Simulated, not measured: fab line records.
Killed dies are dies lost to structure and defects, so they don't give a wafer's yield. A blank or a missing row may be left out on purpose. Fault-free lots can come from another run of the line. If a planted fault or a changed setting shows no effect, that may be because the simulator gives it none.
Struck lot and sound lot, side by side | flow nand-harc | 15 steps out of a route of 1302
Sound: the wafers L158.1, L158.3, L158.6. Struck: wafers L164.1, L164.2. (L164.3 of the same lot was not struck and is left out.) The cause comes at the end.
Order at every step that has rows: each side's tool, ch and its chambers, its first start. Under that, the readings that differ: sound wafers | struck wafers | difference of the means | sigmas: that difference in standard deviations of wafers without a fault.
alike: words and numbers the same on both sides, and readings whose means are apart by under 2 such deviations; not compared: readings that were withheld, readings missing a value for some wafer, numbers with overlapping values and no deviation given by the record, and bounds like >300 which may hide the same value.
The two part at a step that has a row with sigmas, a row that says differs or no value, or rows on one side only. When numbers do not overlap yet have no deviation, they are printed without sigmas and do not part them. Lack of a reading on every wafer of one side parts them only where that side has two or more wafers.

first, 5 steps without rows for these wafers: NHARC_A_CONTACT_SOFTBAKE_64 (time 55 s); NHARC_A_CONTACT_EBR_65; NHARC_A_CONTACT_EXPOSE_66 (exposes mask A CC 2); NHARC_A_CONTACT_PEB_67 (peb time 65 s); NHARC_A_CONTACT_DEVELOP_68 (develop time 35 s).
NHARC_A_CONTACT_CD_MEAS_69: the cd target is 300 nm.
  sound on cd-sem-01 ch 0, day 23 00:03; struck on cd-sem-01 ch 0, day 25 03:09
  alike: cd-nm
NHARC_A_CONTACT_OVL_MEAS_70:
  sound on overlay-02 at day 23 00:08; struck on overlay-02 at day 25 03:14
  alike: overlay-x-nm, overlay-y-nm
NHARC_A_CONTACT_INSPECT_71:
  sound on defect-inspect-01 at day 23 00:11; struck on defect-inspect-01 at day 25 03:16
  alike: raw-defect-count
NHARC_A_CONTACT_DESCUM_74: chemistry O2, time 3 s.
  sound on rie-diel-09 ch 0,3, day 23 00:14; struck on rie-diel-09 ch 0,1, day 25 03:32
  reading                | sound                | struck        | difference | sigmas
  throttle-valve-pct (%) | 11.300 11.301 11.305 | 11.325 11.311 | +0.016     | +2
  alike: drypump-motor-current-A, o2-flow-sccm, oes-product-au, rf-vpp-V, showerhead-plenum-p-Torr
  not compared: rf-hours-counter-h
NHARC_A_CONTACT_ETCH_75: etches the open film in CF4, target depth 39 nm, time 65 s.
  sound on rie-diel-09 ch 0,3, day 23 00:20; struck on rie-diel-09 ch 0,1, day 25 03:38
  reading      | sound             | struck      | difference | sigmas
  rf-vpp-V (V) | 152.2 150.2 152.0 | 148.0 149.8 | -2.6       | -2
  alike: drypump-motor-current-A, oes-product-au, rf-fwd-power-W, showerhead-plenum-p-Torr, throttle-valve-pct
  not compared: rf-hours-counter-h
NHARC_A_CONTACT_ETCH_76: etches the open film in N2/H2, target depth 260 nm, time 475.3 s.
  sound on rie-diel-09 ch 2,3; struck on rie-diel-09 ch 0,3
  alike: drypump-motor-current-A, n2-flow-sccm, oes-product-au, rf-fwd-power-W, rf-vpp-V, showerhead-plenum-p-Torr, throttle-valve-pct
  not compared: rf-hours-counter-h
NHARC_A_CONTACT_ETCH_77: etches the open film in CF4/CHF3, target depth 108.9 nm, time 54.5 s.
  sound on rie-diel-09 ch 1,3; struck on rie-diel-09 ch 0,3
  alike: drypump-motor-current-A, oes-product-au, rf-fwd-power-W, rf-vpp-V, showerhead-plenum-p-Torr, throttle-valve-pct
  not compared: rf-hours-counter-h
NHARC_A_CONTACT_ETCH_78: etches the open film in O2/COS, target depth 5300 nm, time 1378 s.
  sound on rie-diel-09 ch 1,2, day 23 00:50; struck on rie-diel-09 ch 0,3, day 25 05:02
  reading                | sound                | struck        | difference | sigmas
  oes-product-au (a.u.)  | 1.018 1.001 1.016    | 0.750 0.755   | -0.259     | -24
  throttle-valve-pct (%) | 28.311 28.320 28.309 | 28.350 28.341 | +0.032     | +3
  alike: drypump-motor-current-A, o2-flow-sccm, rf-fwd-power-W, rf-vpp-V, showerhead-plenum-p-Torr
  not compared: rf-hours-counter-h
NHARC_A_CONTACT_ETCH_124: etches the open film in C4F8/O2/Ar, time 140 s, target depth 700 nm.
  sound on har-cap-etch-03 ch 0,1, day 23 01:49; struck on har-cap-etch-02 ch 0,1, day 25 06:09
  not compared: rf-hours-counter-h
-- jump in the record: it breaks off in module A_CONTACT and resumes in module END (first step shown: number 1302 of the route), and 2 days separate the struck wafers' starts before and after --
NHARC_END_SORT_01:
  the record has rows for the struck wafers here (prober-01 ch 0, day 27 14:16) and none for the sound ones

== WHERE THEY PART ==
At NHARC_A_CONTACT_DESCUM_74 first; at NHARC_END_SORT_01 last (within this record only).

WHY: the cause the simulator had injected
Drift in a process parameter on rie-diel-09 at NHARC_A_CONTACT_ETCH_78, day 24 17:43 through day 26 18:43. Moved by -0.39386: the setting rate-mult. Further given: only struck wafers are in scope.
